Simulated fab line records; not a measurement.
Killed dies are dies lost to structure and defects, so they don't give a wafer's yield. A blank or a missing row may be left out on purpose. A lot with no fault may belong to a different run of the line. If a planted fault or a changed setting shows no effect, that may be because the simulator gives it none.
Problem report in the 8D (eight disciplines) form, filled by code    flow n5-finfet    the parts of the form that need people (team, actions taken, sign-off) are left out

## 1. WHAT WENT WRONG
Mean of bias-w at N5_MOL_CONTACT_COAG_ETCH_110: 13.61 W across 9 wafers in 3 lots; on wafers with no fault it is 12.00 W (standard deviation 0.04). Measured from the usual mean, that is +40 standard deviations.
The step: etches Si in CF4/O2, target depth 2.5 nm, time 8 s.
Seen first at day 6 09:29 on rie-diel-03, wafer L969.1. The record has a number at this step for 33 wafers belonging to 11 lots. The rule behind "out" and "out of limits": a value lying over 4 standard deviations away from the usual mean. The rest of the wafers with a number are treated as sound.

## 2. WHAT IT IS, WHAT IT ISN'T
question                     is                      is not
which readings at this step  bias-w, rf-vpp-V        cf4-flow-sccm, drypump-motor-current-A, oes-product-au, showerhead-plenum-p-Torr, throttle-valve-pct
which lots                   L969, L970, L971        L962, L967, L975, L976, L978, L979, L982, L984
which wafers of those lots   all that have a number  -
read on which tools          rie-diel-03             rie-diel-01, rie-diel-04
when                         from day 6 09:29        up to then (6 sound wafers); but 18 sound wafers of L975, L976, L978, L979, L982, L984 came after

## 3. WHAT RULES OUT EACH SUSPECT
Counting: a tool at any process step up to the reading remains a suspect when it ran all the lots that are out and ran no sound lot after the first of those.
- rie-diel-03 at N5_MOL_CONTACT_COAG_DESCUM_13 (chemistry O2, time 7 s): kept. Every lot that is out went through it, starting with L969 (day 6 09:13), and after that it ran no sound lot; the last sound lot it ran before then is L967 (day 5 23:17).
- rie-diel-03 at N5_MOL_CONTACT_COAG_CONTACT_ETCH_14 (etches SiO2 in C4F6/O2, target depth 27.5 nm, overetch 8.5 nm, time 20 s): kept. Every lot that is out went through it, starting with L969 (day 6 09:23), and after that it ran no sound lot; the last sound lot it ran before then is L967 (day 5 23:28).
- rie-diel-03 at N5_MOL_CONTACT_COAG_ETCH_110 (etches Si in CF4/O2, target depth 2.5 nm, time 8 s): kept. Every lot that is out went through it, starting with L969 (day 6 09:29), and after that it ran no sound lot; the last sound lot it ran before then is L967 (day 5 23:34). On those wafers its own readings are out: bias-w, rf-vpp-V.
The count leaves rie-diel-03 at N5_MOL_CONTACT_COAG_DESCUM_13, rie-diel-03 at N5_MOL_CONTACT_COAG_CONTACT_ETCH_14, and rie-diel-03 at N5_MOL_CONTACT_COAG_ETCH_110.

## 4. THE CAUSE (what the simulator had put in)
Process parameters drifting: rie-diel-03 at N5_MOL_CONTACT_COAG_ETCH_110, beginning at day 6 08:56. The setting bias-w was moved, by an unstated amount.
Of the 3 suspects that counting leaves, this tool is one.

## 5. THE EFFECT CHAIN, in route order
Rows list readings where the struck wafers' mean (over those with a number) sits beyond 3 standard deviations from the usual. Only readings for which the record gives a usual standard deviation are gone through. hours: the time from each lot's start at the first step in this table that gives one to its start at this step, as a median over the lots. sigmas: the change in usual standard deviations.
hours  step                          reading   usual    on struck wafers  change  sigmas
0      N5_MOL_CONTACT_COAG_ETCH_110  bias-w    12.00 W  13.61             +1.61   +40
0      N5_MOL_CONTACT_COAG_ETCH_110  rf-vpp-V  128.0 V  142.8             +14.8   +8.2
Here are the process steps it includes:
- N5_MOL_CONTACT_COAG_ETCH_110: etches Si in CF4/O2, target depth 2.5 nm, time 8 s.

## 6. WHAT WOULD HAVE CAUGHT IT SOONER
In this record the first reading out of limits was taken at day 6 09:29, 1 hour after the fault began at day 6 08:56.
